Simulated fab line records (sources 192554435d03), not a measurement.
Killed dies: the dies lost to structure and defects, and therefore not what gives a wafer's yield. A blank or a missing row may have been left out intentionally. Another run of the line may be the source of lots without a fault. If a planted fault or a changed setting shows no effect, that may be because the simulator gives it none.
A lot that was struck, set against a sound lot + flow n5-finfet + 21 steps out of a route of 1938
Sound: the wafers L519.1, L519.2, L519.5. Wafers struck: L512.1, L512.3, L512.5. Last of all comes the cause.
Each step with rows lists, per side, the tool, then ch with its chambers, then its first start. Under that, the readings that differ: sound wafers + struck wafers + difference of the means + sigmas: that difference in standard deviations of wafers without a fault.
alike: same words and numbers on both sides, and readings whose means sit less than 2 such deviations apart. not compared: any withheld reading, any reading some wafer has no value for, any bound like >300 that may hide the same value, and any number with overlapping values for which the record gives no deviation.
The two part at a step that has a row with sigmas, a row that says differs or no value, or rows on one side only. When numbers do not overlap yet have no deviation, they are printed without sigmas and do not part them. A reading missing from all wafers of one side parts the sides only when that side holds two or more wafers.

first, 9 steps without rows for these wafers: N5_BEOL_M3_CO_CAP_55 (material Co, precursor CCTBA/H2, target thk 2 nm, time 102.1 s); N5_BEOL_M3_PRE_CLEAN_56 (time 15 s); N5_BEOL_M3_DEP_57 (deposits SiCN from 3MS/NH3, target thk 8 nm, time 14 s); N5_BEOL_M4_ILD_DEP_00 (deposits SiOC from DEMS/O2, target thk 79 nm, time 15.3 s); N5_BEOL_M4_PECVD_72 (deposits SiO2 from TEOS/O2, target thk 16 nm, time 18 s); N5_BEOL_M4_HM_DEP_02 (deposits TiN, target thk 20 nm); N5_BEOL_M4_COAT_61 (time 60 s, resist thk 60 nm); N5_BEOL_M4_COAT_62 (time 60 s, resist thk 12 nm); N5_BEOL_M4_COAT_73 (time 60 s, resist thk 5 nm).
N5_BEOL_M4_COAT_05: resist thk 30 nm.
  sound on litho-track-04 ch 0, day 11 05:07; struck on litho-track-03 ch 0, day 9 08:34
| reading                                      | sound                | struck               | difference | sigmas |
|----------------------------------------------|----------------------|----------------------|------------|--------|
| spin-speed-rpm (rpm)                         | 1499.0 1500.7 1498.9 | 1443.3 1443.1 1442.3 | -56.6      | -58    |
| model.CAR-EUV_of_BEOL_M4_COAT_05.thk-nm (nm) | 30 29.8 30           | 30.6 30.6 30.4       | +0.6       |        |
then, 7 steps without rows for these wafers: N5_BEOL_M4_EBR_07; N5_BEOL_M4_SOFTBAKE_06 (time 60 s); N5_BEOL_M4_EXPOSE_08 (exposes mask M4); N5_BEOL_M4_PEB_09 (peb time 60 s); N5_BEOL_M4_DEVELOP_10 (develop time 30 s); N5_BEOL_M4_DESCUM_16 (chemistry O2, time 7 s); N5_BEOL_M4_ETCH_74 (etches underlayer in N2/H2, target depth 6.5 nm, time 5.2 s).
N5_BEOL_M4_ETCH_63: etches SiARC in CF4, target depth 15.6 nm, time 26 s.
  sound on rie-diel-03 ch 1,2, day 11 05:43; struck on rie-diel-04 ch 1,2, day 9 09:01
| reading                                      | sound      | struck         | difference | sigmas |
|----------------------------------------------|------------|----------------|------------|--------|
| model.CAR-EUV_of_BEOL_M4_COAT_05.thk-nm (nm) | 11 11 11.2 | 11.8 11.8 11.6 | +0.7       |        |
  alike: drypump-motor-current-A, etch-rf-on-time-s, oes-product-au, rf-vpp-V, showerhead-plenum-p-Torr, throttle-valve-pct
  not compared: rf-hours-counter-h
then, 1 step without rows for these wafers: N5_BEOL_M4_ETCH_64 (etches SOC in N2/H2, target depth 75 nm, overetch 22.5 nm, time 121.9 s).
N5_BEOL_M4_RC_MEAS_101:
  sound on prober-02 ch 0, day 11 16:29; struck on prober-02 ch 0, day 9 17:02
  alike: DIBL_N, DIBL_P, IOFF_N, IOFF_P, ION_N, ION_P, SS_N, SS_P, VT_N, VT_P
-- record jumps: 5 days separate the struck wafers' starts on either side; left off in module BEOL_M4, taken up again in module PASSIVATION, whose first shown step is the route's number 1936 --
N5_PASSIVATION_PROBE_49:
  record: rows for the struck wafers here (prober-02, day 14 08:13), none for the sound ones

WHERE THEY PART
Earliest at N5_BEOL_M4_COAT_05; latest, in this record, at N5_PASSIVATION_PROBE_49.

WHY: what had been put in by the simulator
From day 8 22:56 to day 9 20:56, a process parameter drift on litho-track-03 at N5_BEOL_M4_COAT_05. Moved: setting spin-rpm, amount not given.
